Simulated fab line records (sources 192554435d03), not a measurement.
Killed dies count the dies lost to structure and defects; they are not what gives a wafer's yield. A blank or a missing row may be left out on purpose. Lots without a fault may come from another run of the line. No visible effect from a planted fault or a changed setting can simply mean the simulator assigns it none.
fab line records	flow n5Finfet
record lots=7	wafers=39
route steps=1938 shown DUMMY_GATE@228 SD_EPI_N@267
startH: hours from the record's opening day to when the first of the lot's shown wafers began	waitH: hours from the lot's prior step to this one	" identical to the entry in the row above	L1.1+2: a row that stands for several wafers	- value missing, or start not given	* or withheld: withheld	< > ~ a bound
route shown NAME@n: NAME is a module with steps in the file, n the number in the route of the first one	usual: average and standard deviation across the fault-free wafers	same: alike in all rows	chamber/n: place in a boat	sites: the reading at each site	_std_site: standard deviation of those values	_edge_site: inner sites' mean taken away from outer sites' mean	radiusMm: for every site, how far away it sits from the centre of the wafer	mask NAME#n: copy n	behind: the tool/chamber that last shaped the wafer	hold: the reason the lot was held/the length of the hold in hours/how it ended	device: names the non-switching transistor (n, p or np)	end of line: tests of these same wafers at the route's end	a step with no rows: only its recipe	killed: the dies lost at the first sort to structure and to defects; this is not the yield of the wafer	map: dies across one wafer; x = killed, . = not, _ = none there
set.NAME: setting as actually run; set.NAME@STEP: the setting as run at that earlier step	model.NAME: the simulator's own value behind a step, which no gauge read
one table per step and one row per wafer, for lots whose settings were changed on purpose
## steps
# step N5_DUMMY_GATE_EXPOSE_12
# recipe maskId=GATE	na=0.33	sourceShape=annular	sigmaInner=0.2	sigmaOuter=0.6	polarization=unpolarized	targetCdNm=25	doseMj=34
lot.wafer	tool	chamber	startH	waitH	mask	set.doseMj
L078.1+2+6	euvScanner-02	0	70.71	-	GATE#0	35.47
L078.3+4+5	"	0	"	"	GATE#0	34
L080.1+2+3+4+5+6	euvScanner-02	0	82.11	-	GATE#0	34
L085.1+2+3	euvScanner-02	0	113.38	-	GATE#0	35.12
L085.4+5+6	"	0	"	"	GATE#0	34
L086.1+2+3+4+5+6	euvScanner-01	0	117.62	-	GATE#0	34
L088.2+3+5	euvScanner-01	0	128.16	-	GATE#0	34
L091.1+2+3+4+5+6	euvScanner-01	0	146.53	-	GATE#0	34
L093.1+2+6	euvScanner-02	0	162.49	-	GATE#0	34
L093.3+4+5	"	0	"	"	GATE#0	31.82
# step N5_DUMMY_GATE_ETCH_37
# recipe chemistry=N2/H2	target=SOC	targetDepthA=600	overetchA=300	tempC=40	ionEnergyEv=200	pressureMtorr=30	sourceW=840	biasW=150	n2FlowSccm=200	h2FlowSccm=200
# usual rfVppV=524.4/2.5
lot.wafer	tool	chamber	startH	waitH	set.sourceW	rfVppV
L078.1	rieDiel-02	2	71.12	0.0	840	526.0
L078.2	"	1	"	"	840	524.0
L078.3	"	0	"	"	840	523.8
L078.4	"	3	"	"	840	520.2
L078.5	"	0	"	"	840	523.8
L078.6	"	1	"	"	840	524.2
L080.1	rieDiel-02	2	82.72	0.0	721.9	553.7
L080.2	"	0	"	"	840	524.8
L080.3	"	3	"	"	840	520.3
L080.4	"	1	"	"	721.9	552.3
L080.5	"	0	"	"	840	524.1
L080.6	"	3	"	"	721.9	546.7
L085.1	rieDiel-05	0	113.79	0.0	840	525.9
L085.2	"	1	"	"	729.8	551.2
L085.3	"	2	"	"	729.8	545.8
L085.4	"	3	"	"	840	521.5
L085.5	"	1	"	"	840	525.1
L085.6	"	0	"	"	729.8	550.9
L086.1	rieDiel-05	2	118.03	0.0	840	522.4
L086.2	"	0	"	"	840	525.4
L086.3	"	1	"	"	840	524.6
L086.4	"	3	"	"	840	522.4
L086.5	"	0	"	"	840	525.2
L086.6	"	1	"	"	840	523.8
L088.2	rieDiel-05	0	128.55	0.0	840	524.8
L088.3	"	1	"	"	840	525.9
L088.5	"	2	"	"	840	521.3
L091.1	rieDiel-05	2	146.93	0.0	891.5	511.7
L091.2	"	0	"	"	840	526.6
L091.3	"	1	"	"	891.5	514.7
L091.4	"	3	"	"	840	520.4
L091.5	"	3	"	"	891.5	509.8
L091.6	"	0	"	"	840	526.6
L093.1	rieDiel-05	3	162.90	0.0	909.3	509.7
L093.2	"	1	"	"	840	525.5
L093.3	"	2	"	"	840	519.9
L093.4	"	0	"	"	909.3	511.9
L093.5	"	1	"	"	840	524.5
L093.6	"	0	"	"	909.3	512.5
# step N5_DUMMY_GATE_STRIP_38
# recipe chemistry=N2/H2	tempC=40	n2FlowSccm=200	h2FlowSccm=200	rfFrequencyHz=6e+07
# step N5_DUMMY_GATE_STRIP_39
# recipe chemistry=N2/H2	tempC=40	n2FlowSccm=200	h2FlowSccm=200	rfFrequencyHz=6e+07
# step N5_DUMMY_GATE_ETCH_32
# recipe chemistry=CF4	target=SiO2	targetDepthA=35	timeS=3.9	ionEnergyEv=350	pressureMtorr=10	icpW=800	biasW=400	cf4FlowSccm=80
# step N5_DUMMY_GATE_ETCH_23
# recipe chemistry=HBr/Cl2/O2	HBr_flow_sccm=150	Cl2_flow_sccm=80	O2_flow_sccm=12	biasW=102	targetDepthA=410	timeS=22.3	target=poly-Si	maskMaterial=SiO2	pressureMtorr=10	icpW=800
# step N5_DUMMY_GATE_ETCH_44
# recipe chemistry=HBr/O2	overEtchFrac=0.7	targetDepthA=1275	stopOn=SiO2	ionEnergyEv=60	biasW=20	target=poly-Si	maskMaterial=SiO2	pressureMtorr=20	icpW=400	HBr_flow_sccm=120	O2_flow_sccm=10
lot.wafer	tool	chamber	startH	waitH	set.doseMj@DUMMY_GATE_EXPOSE_12	model.DUMMY_GATE.cdNm
L078.1	rieSi-04	1	71.73	0.0	35.47	13.8
L078.2+6	"	2,3	"	"	35.47	14.2
L078.3+5	"	0,2	"	"	34	15.2
L078.4	"	3	"	"	34	15
L080.1+2	rieSi-01	3,0	83.46	0.0	34	15.4
L080.3	"	2	"	"	34	15
L080.4	"	1	"	"	34	15.2
L080.5	"	2	"	"	34	14.8
L080.6	"	1	"	"	34	15.6
L085.1	rieSi-04	3	114.40	0.0	35.12	14.8
L085.2+3	"	1,2	"	"	35.12	15
L085.4+6	"	0,1	"	"	34	15.4
L085.5	"	0	"	"	34	15.2
L086.1	rieSi-01	3	118.64	0.0	34	14.8
L086.2+4+6	"	1,0,3	"	"	34	15.2
L086.3	"	2	"	"	34	15.4
L086.5	"	0	"	"	34	15.6
L088.2+3	rieSi-06	1,0	129.17	0.0	34	15.6
L088.5	"	2	"	"	34	15.4
L091.1+5	rieSi-04	0,3	147.61	0.0	34	14.6
L091.2	"	1	"	"	34	15.2
L091.3	"	2	"	"	34	14.2
L091.4+6	"	3,0	"	"	34	14.8
L093.1	rieSi-04	1	163.51	0.0	34	15
L093.2	"	0	"	"	34	14.8
L093.3+4	"	3,2	"	"	31.82	16.6
L093.5	"	2	"	"	31.82	16.4
L093.6	"	3	"	"	34	15.2
# step N5_DUMMY_GATE_ETCH_42
# recipe chemistry=CHF3/O2	target=SiO2	targetDepthA=35	timeS=31	ionEnergyEv=30	biasW=12	pressureMtorr=30	sourceW=600	Ar_flow_sccm=200	CHF3_flow_sccm=50	O2_flow_sccm=5
lot.wafer	tool	chamber	startH	waitH	set.biasW	set.doseMj@DUMMY_GATE_EXPOSE_12	model.DUMMY_GATE.cdNm
L078.1	rieDiel-04	1	71.89	0.0	12	35.47	13.8
L078.2+6	"	3,0	"	"	12	35.47	14.2
L078.3	"	2	"	"	12	34	15.2
L078.4	"	0	"	"	12	34	15
L078.5	"	3	"	"	12	34	15.4
L080.1	rieDiel-05	0	83.84	0.3	12	34	15.4
L080.2	"	2	"	"	13.66	34	15.4
L080.3	"	1	"	"	12	34	15
L080.4	"	3	"	"	13.66	34	15.2
L080.5	"	3	"	"	13.66	34	14.8
L080.6	"	2	"	"	12	34	15.6
L085.1	rieDiel-05	1	114.56	0.0	12	35.12	15
L085.2	"	2	"	"	12	35.12	14.8
L085.3	"	3	"	"	13.73	35.12	15
L085.4	"	0	"	"	13.73	34	15.4
L085.5	"	3	"	"	13.73	34	15.2
L085.6	"	0	"	"	12	34	15.4
L086.1	rieDiel-05	0	118.80	0.0	9.923	34	14.8
L086.2	"	3	"	"	12	34	15.2
L086.3	"	2	"	"	12	34	15.4
L086.4+6	"	1,2	"	"	9.923	34	15.2
L086.5	"	1	"	"	12	34	15.6
L088.2+3	rieDiel-05	3,0	129.33	0.0	12	34	15.6
L088.5	"	0	"	"	12	34	15.4
L091.1+4	rieDiel-05	3,0	147.77	0.0	12	34	14.8
L091.2	"	1	"	"	11.31	34	15.2
L091.3	"	2	"	"	11.31	34	14.2
L091.5	"	2	"	"	11.31	34	14.8
L091.6	"	3	"	"	12	34	15
L093.1	rieDiel-05	2	163.67	0.0	12	34	15
L093.2	"	0	"	"	12	34	14.8
L093.3+4	"	3,1	"	"	12	31.82	16.6
L093.5	"	3	"	"	12	31.82	16.4
L093.6	"	2	"	"	12	34	15.2
# step N5_SD_EPI_N_EXPOSE_06
# recipe maskId=SD_N_BLK	na=1.35	sourceShape=conventional	sigmaOuter=0.8	polarization=unpolarized	targetCdNm=120	doseMj=39.75
lot.wafer	tool	chamber	startH	waitH	mask	set.doseMj
L078.1+2+3+4+5+6	arfiScanner-02	0	73.43	-	SD_N_BLK#0	39.75
L080.1+2+5	arfiScanner-01	0	84.95	-	SD_N_BLK#0	36.83
L080.3+4+6	"	0	"	"	SD_N_BLK#0	39.75
L085.1+2+5	arfiScanner-02	0	115.55	-	SD_N_BLK#0	39.75
L085.3+4+6	"	0	"	"	SD_N_BLK#0	42.41
L086.1+3+4	arfiScanner-03	0	119.93	-	SD_N_BLK#0	39.75
L086.2+5+6	"	0	"	"	SD_N_BLK#0	40.85
L088.2+3+5	arfiScanner-03	0	130.45	-	SD_N_BLK#0	39.75
L091.1+4+5	arfiScanner-03	0	149.37	-	SD_N_BLK#0	39.75
L091.2+3+6	"	0	"	"	SD_N_BLK#0	40.56
L093.1+2+3	arfiScanner-02	0	166.63	-	SD_N_BLK#0	39.75
L093.4+5+6	"	0	"	"	SD_N_BLK#0	37.59
# step N5_SD_EPI_N_PEB_07
# recipe pebTempC=110	pebTimeS=60	resist=CAR-ArF-block
# step N5_SD_EPI_N_DEVELOP_08
# recipe developTimeS=30	developer=TMAH	resist=CAR-ArF-block	devTempC=23	rinseLiquid=diw	dry=airSpin
# step N5_SD_EPI_N_CD_MEAS_09
# recipe targetCdNm=120	landingEnergyEv=500	detector=seInlens
# usual cdNm=120.1/0.63
lot.wafer	tool	chamber	startH	waitH	set.doseMj@SD_EPI_N_EXPOSE_06	cdNm
L078.1	cdSem-03	0	73.55	-	39.75	120.3
L078.2	"	0	"	"	39.75	120.3
L078.3	"	0	"	"	39.75	120.9
L078.4	"	0	"	"	39.75	120.3
L078.5	"	0	"	"	39.75	120.5
L078.6	"	0	"	"	39.75	120.1
L080.1	cdSem-03	0	85.07	-	36.83	115.7
L080.2	"	0	"	"	36.83	115.9
L080.3	"	0	"	"	39.75	120.4
L080.4	"	0	"	"	39.75	119.6
L080.5	"	0	"	"	36.83	115.9
L080.6	"	0	"	"	39.75	120.4
L085.1	cdSem-03	0	115.67	-	39.75	120.3
L085.2	"	0	"	"	39.75	120.0
L085.3	"	0	"	"	42.41	123.9
L085.4	"	0	"	"	42.41	125.6
L085.5	"	0	"	"	39.75	120.6
L085.6	"	0	"	"	42.41	124.8
L086.1	cdSem-02	0	120.05	-	39.75	119.3
L086.2	"	0	"	"	40.85	121.7
L086.3	"	0	"	"	39.75	119.1
L086.4	"	0	"	"	39.75	119.5
L086.5	"	0	"	"	40.85	121.4
L086.6	"	0	"	"	40.85	121.7
L088.2	cdSem-03	0	130.57	-	39.75	120.4
L088.3	"	0	"	"	39.75	120.6
L088.5	"	0	"	"	39.75	120.8
L091.1	cdSem-02	0	149.49	-	39.75	120.5
L091.2	"	0	"	"	40.56	120.8
L091.3	"	0	"	"	40.56	121.8
L091.4	"	0	"	"	39.75	120.5
L091.5	"	0	"	"	39.75	120.0
L091.6	"	0	"	"	40.56	121.3
L093.1	cdSem-02	0	166.76	-	39.75	119.6
L093.2	"	0	"	"	39.75	119.6
L093.3	"	0	"	"	39.75	119.0
L093.4	"	0	"	"	37.59	115.3
L093.5	"	0	"	"	37.59	116.2
L093.6	"	0	"	"	37.59	115.0
# step N5_SD_EPI_N_DESCUM_14
# recipe chemistry=O2	timeS=7.9	sourcePowerW=50	biasPowerW=20	pressureMtorr=20	rfFrequencyHz=2.712e+07	tempC=40	resist=CAR-ArF-block	o2FlowSccm=225
lot.wafer	tool	chamber	startH	waitH	set.doseMj@SD_EPI_N_EXPOSE_06	model.SD_EPI_N.cdNm
L078.1+2+4	rieDiel-03	1,2,3	73.64	0.0	39.75	120.2
L078.3	"	0	"	"	39.75	120.8
L078.5	"	2	"	"	39.75	120.4
L078.6	"	3	"	"	39.75	119.6
L080.1+2	rieDiel-01	0,2	85.16	0.0	36.83	115.6
L080.3	"	3	"	"	39.75	120.8
L080.4	"	1	"	"	39.75	119.8
L080.5	"	3	"	"	36.83	116.2
L080.6	"	0	"	"	39.75	120.6
L085.1	rieDiel-01	2	115.76	0.0	39.75	120
L085.2	"	3	"	"	39.75	119.8
L085.3	"	1	"	"	42.41	123.8
L085.4	"	3	"	"	42.41	126
L085.5	"	2	"	"	39.75	120.2
L085.6	"	1	"	"	42.41	-
L086.1	rieDiel-01	3	120.14	0.0	39.75	119
L086.2+6	"	1	"	"	40.85	121.6
L086.3	"	2	"	"	39.75	119.2
L086.4	"	0	"	"	39.75	119.6
L086.5	"	2	"	"	40.85	121.2
L088.2	rieDiel-06	2	130.72	0.1	39.75	120.4
L088.3	"	3	"	"	39.75	120.6
L088.5	"	2	"	"	39.75	120.8
L091.1	rieDiel-03	0	149.59	0.0	39.75	120.4
L091.2	"	3	"	"	40.56	120.6
L091.3	"	1	"	"	40.56	121.6
L091.4	"	2	"	"	39.75	120
L091.5	"	1	"	"	39.75	119.8
L091.6	"	0	"	"	40.56	121.4
L093.1+2	rieDiel-03	1,3	166.85	0.0	39.75	119.6
L093.3	"	0	"	"	39.75	119.4
L093.4	"	2	"	"	37.59	115.4
L093.5	"	3	"	"	37.59	116.2
L093.6	"	2	"	"	37.59	115.2
# step N5_SD_EPI_N_ETCH_34
# recipe chemistry=CF4	target=SiARC	targetDepthA=455	maskMaterial=CAR-ArF-block	timeS=75.8	ionEnergyEv=80	pressureMtorr=40	sourceW=545	biasW=36	Ar_flow_sccm=100	cf4FlowSccm=100	ends=cleared
lot.wafer	tool	chamber	startH	waitH	set.doseMj@SD_EPI_N_EXPOSE_06	model.SD_EPI_N.cdNm
L078.1	rieDiel-03	1	73.68	0.0	39.75	120.2
L078.2+4	"	2,3	"	"	39.75	120
L078.3	"	0	"	"	39.75	120.8
L078.5	"	2	"	"	39.75	120.4
L078.6	"	3	"	"	39.75	119.6
L080.1	rieDiel-01	0	85.20	0.0	36.83	115.8
L080.2	"	2	"	"	36.83	115.6
L080.3+6	"	3,0	"	"	39.75	120.8
L080.4	"	1	"	"	39.75	119.8
L080.5	"	3	"	"	36.83	116.4
L085.1+2+5	rieDiel-01	2,3,2	115.79	0.0	39.75	120
L085.3	"	1	"	"	42.41	123.8
L085.4	"	3	"	"	42.41	126
L085.6	"	1	"	"	42.41	124.4
L086.1+3	rieDiel-01	3,2	120.18	0.0	39.75	119
L086.2+6	"	1	"	"	40.85	121.4
L086.4	"	0	"	"	39.75	119.6
L086.5	"	2	"	"	40.85	121
L088.2	rieDiel-06	2	130.75	0.0	39.75	120.6
L088.3	"	3	"	"	39.75	120.8
L088.5	"	2	"	"	39.75	121
L091.1	rieDiel-03	0	149.62	0.0	39.75	120.4
L091.2	"	3	"	"	40.56	120.4
L091.3	"	1	"	"	40.56	121.6
L091.4	"	2	"	"	39.75	120
L091.5	"	1	"	"	39.75	119.8
L091.6	"	0	"	"	40.56	121.4
L093.1	rieDiel-03	1	166.88	0.0	39.75	119.6
L093.2+3	"	3,0	"	"	39.75	119.4
L093.4	"	2	"	"	37.59	115.4
L093.5	"	3	"	"	37.59	116
L093.6	"	2	"	"	37.59	115.2
# step N5_SD_EPI_N_ETCH_35
# recipe chemistry=N2/H2	target=SOC	overetchA=1080	maskMaterial=SiARC	tempC=40	ionEnergyEv=100	sourceW=3000	biasW=133	pressureMtorr=20	timeS=486	n2FlowSccm=200	h2FlowSccm=200
lot.wafer	tool	chamber	startH	waitH	set.doseMj@SD_EPI_N_EXPOSE_06	model.SD_EPI_N.cdNm
L078.1+2	rieDiel-03	1,2	73.73	0.0	39.75	120
L078.3+4	"	0,3	"	"	39.75	119.4
L078.5	"	2	"	"	39.75	119.6
L078.6	"	3	"	"	39.75	119
L080.1	rieDiel-01	0	85.25	0.0	36.83	115
L080.2	"	2	"	"	36.83	114
L080.3	"	3	"	"	39.75	121.2
L080.4	"	1	"	"	39.75	118.6
L080.5	"	3	"	"	36.83	117
L080.6	"	0	"	"	39.75	119
L085.1+5	rieDiel-01	2	115.85	0.0	39.75	118.2
L085.2	"	3	"	"	39.75	121
L085.3	"	1	"	"	42.41	123.8
L085.4	"	3	"	"	42.41	127
L085.6	"	1	"	"	42.41	124.2
L086.1	rieDiel-01	3	120.23	0.0	39.75	118.8
L086.2	"	1	"	"	40.85	120
L086.3	"	2	"	"	39.75	116.8
L086.4	"	0	"	"	39.75	119.2
L086.5	"	2	"	"	40.85	118.6
L086.6	"	1	"	"	40.85	120.6
L088.2	rieDiel-06	2	130.81	0.0	39.75	121.4
L088.3	"	3	"	"	39.75	120.4
L088.5	"	2	"	"	39.75	122.2
L091.1	rieDiel-03	0	149.68	0.0	39.75	119.4
L091.2	"	3	"	"	40.56	119.4
L091.3	"	1	"	"	40.56	121.2
L091.4	"	2	"	"	39.75	119
L091.5	"	1	"	"	39.75	119.8
L091.6	"	0	"	"	40.56	120.6
L093.1	rieDiel-03	1	166.94	0.0	39.75	121.6
L093.2	"	3	"	"	39.75	119.6
L093.3	"	0	"	"	39.75	119
L093.4	"	2	"	"	37.59	116.2
L093.5	"	3	"	"	37.59	115.6
L093.6	"	2	"	"	37.59	116.4
# step N5_SD_EPI_N_STRIP_36
# recipe chemistry=N2/H2	tempC=40	n2FlowSccm=200	h2FlowSccm=200	rfFrequencyHz=6e+07
# step N5_SD_EPI_N_ETCHBACK_44
# recipe chemistry=CH3F/O2	mode=anisotropicEtchback	target=SiNx	targetDepthA=145	stopOn=SiO2	overEtchFrac=0.3	ionEnergyEv=120	pressureMtorr=30	sourceW=395	biasW=73	Ar_flow_sccm=150	CH3F_flow_sccm=30	O2_flow_sccm=20
# step N5_SD_EPI_N_ETCH_45
# recipe chemistry=CH3F/O2	target=SiOCN	targetDepthA=60	maskMaterial=SOC	ionEnergyEv=60	biasW=29	pressureMtorr=15	sourceW=410	Ar_flow_sccm=150	CH3F_flow_sccm=30	O2_flow_sccm=20
lot.wafer	tool	chamber	startH	waitH	set.doseMj@SD_EPI_N_EXPOSE_06	model.SD_EPI_N.cdNm
L078.1	rieDiel-03	1	74.16	0.1	39.75	120
L078.2	"	2	"	"	39.75	120.2
L078.3	"	0	"	"	39.75	119.2
L078.4	"	3	"	"	39.75	119.4
L078.5	"	2	"	"	39.75	119.6
L078.6	"	3	"	"	39.75	119
L080.1	rieDiel-01	0	85.68	0.1	36.83	115
L080.2	"	2	"	"	36.83	114
L080.3	"	3	"	"	39.75	121.4
L080.4	"	1	"	"	39.75	118.6
L080.5	"	3	"	"	36.83	117
L080.6	"	0	"	"	39.75	119
L085.1+5	rieDiel-01	2	116.28	0.1	39.75	118.2
L085.2	"	3	"	"	39.75	121
L085.3	"	1	"	"	42.41	123.8
L085.4	"	3	"	"	42.41	127
L085.6	"	1	"	"	42.41	124
L086.1	rieDiel-01	3	120.66	0.1	39.75	118.8
L086.2	"	1	"	"	40.85	120
L086.3	"	2	"	"	39.75	116.6
L086.4	"	0	"	"	39.75	119
L086.5	"	2	"	"	40.85	118.4
L086.6	"	1	"	"	40.85	120.8
L088.2	rieDiel-06	2	131.23	0.1	39.75	121.6
L088.3	"	3	"	"	39.75	120.6
L088.5	"	2	"	"	39.75	122.4
L091.1	rieDiel-03	0	150.10	0.1	39.75	119.4
L091.2	"	3	"	"	40.56	119.4
L091.3	"	1	"	"	40.56	121.2
L091.4	"	2	"	"	39.75	118.8
L091.5	"	1	"	"	39.75	119.8
L091.6	"	0	"	"	40.56	120.6
L093.1	rieDiel-03	1	167.36	0.1	39.75	121.6
L093.2	"	3	"	"	39.75	119.8
L093.3	"	0	"	"	39.75	119
L093.4	"	2	"	"	37.59	116.2
L093.5	"	3	"	"	37.59	115.8
L093.6	"	2	"	"	37.59	116.4
## key
split step=N5_DUMMY_GATE_EXPOSE_12	setting=doseMj	stated=34	by=wafer
response step=N5_DUMMY_GATE_ETCH_44	reading=model.DUMMY_GATE.cdNm	change=-0.223	per=1%	r=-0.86
response step=N5_DUMMY_GATE_ETCH_42	reading=model.DUMMY_GATE.cdNm	change=-0.227	per=1%	r=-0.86
split step=N5_DUMMY_GATE_ETCH_37	setting=sourceW	stated=840	by=wafer
response step=N5_DUMMY_GATE_ETCH_37	reading=rfVppV	change=-1.88	per=1%	r=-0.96
split step=N5_DUMMY_GATE_ETCH_42	setting=biasW	stated=12	by=wafer
response none clear
split step=N5_SD_EPI_N_EXPOSE_06	setting=doseMj	stated=39.75	by=wafer
response step=N5_SD_EPI_N_CD_MEAS_09	reading=cdNm	change=+0.65	per=1%	r=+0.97
response step=N5_SD_EPI_N_DESCUM_14	reading=model.SD_EPI_N.cdNm	change=+0.685	per=1%	r=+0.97
response step=N5_SD_EPI_N_ETCH_34	reading=model.SD_EPI_N.cdNm	change=+0.673	per=1%	r=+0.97
response step=N5_SD_EPI_N_ETCH_35	reading=model.SD_EPI_N.cdNm	change=+0.703	per=1%	r=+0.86
response step=N5_SD_EPI_N_ETCH_45	reading=model.SD_EPI_N.cdNm	change=+0.707	per=1%	r=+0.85
